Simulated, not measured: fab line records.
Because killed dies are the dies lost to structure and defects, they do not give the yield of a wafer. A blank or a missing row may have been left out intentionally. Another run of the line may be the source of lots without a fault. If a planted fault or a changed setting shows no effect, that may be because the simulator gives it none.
Chamber matching / flow n5-finfet / N5_GATE_CUT_CMP_02 on cmp-04 has 4 sister chambers
The step polishes, stops on SiO2, t overpolish 12.7 s, target thk 0 nm. 4 wafers are shown with their chamber, then 7 later ones without.

## WAFERS, EACH WITH ITS CHAMBER
wafer=L092.1; chamber=1; motor-current-A (A)=8.3
wafer=L092.2; chamber=0; motor-current-A (A)=9.6
wafer=L094.1; chamber=2; motor-current-A (A)=8.8
wafer=L094.4; chamber=3; motor-current-A (A)=8.7

## WAFERS MISSING THEIR CHAMBER
wafer=L094.5; motor-current-A (A)=9.2
wafer=L096.1; motor-current-A (A)=8.2
wafer=L096.2; motor-current-A (A)=8.9
wafer=L096.3; motor-current-A (A)=9.1
wafer=L096.4; motor-current-A (A)=9.3
wafer=L096.5; motor-current-A (A)=8.5
wafer=L096.6; motor-current-A (A)=9.0

## WHICH CHAMBER EACH WENT THROUGH
wafer=L094.5; from the rows above=can't be placed: 2 or 0 or 3 or 1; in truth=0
wafer=L096.1; from the rows above=can't be placed: 1 or 3 or 2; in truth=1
wafer=L096.2; from the rows above=can't be placed: 2 or 3 or 1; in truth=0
wafer=L096.3; from the rows above=can't be placed: 2 or 3 or 0 or 1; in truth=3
wafer=L096.4; from the rows above=can't be placed: 0 or 2 or 3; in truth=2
wafer=L096.5; from the rows above=can't be placed: 1 or 3 or 2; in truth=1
wafer=L096.6; from the rows above=can't be placed: 2 or 3 or 0 or 1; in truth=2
0 of 7 placed correctly. Can't be placed from these rows: 7 (the true chamber is among the candidates in 6). Number placed wrongly: 0.
How it was worked out, from the rows above alone: a wafer's distance from a chamber is the root of the sum, over the readings, of the square of ((its reading less the chamber's mean) divided by the reading's scatter). If the next closest chamber is less than 2 further off than the closest, the wafer can't be placed; otherwise it belongs to the closest. For every chamber, the mean is computed from those of its wafers that are shown. The scatter: with one shown wafer a chamber, the root of the mean of the squares of how far each hidden wafer lies from its nearest shown one.
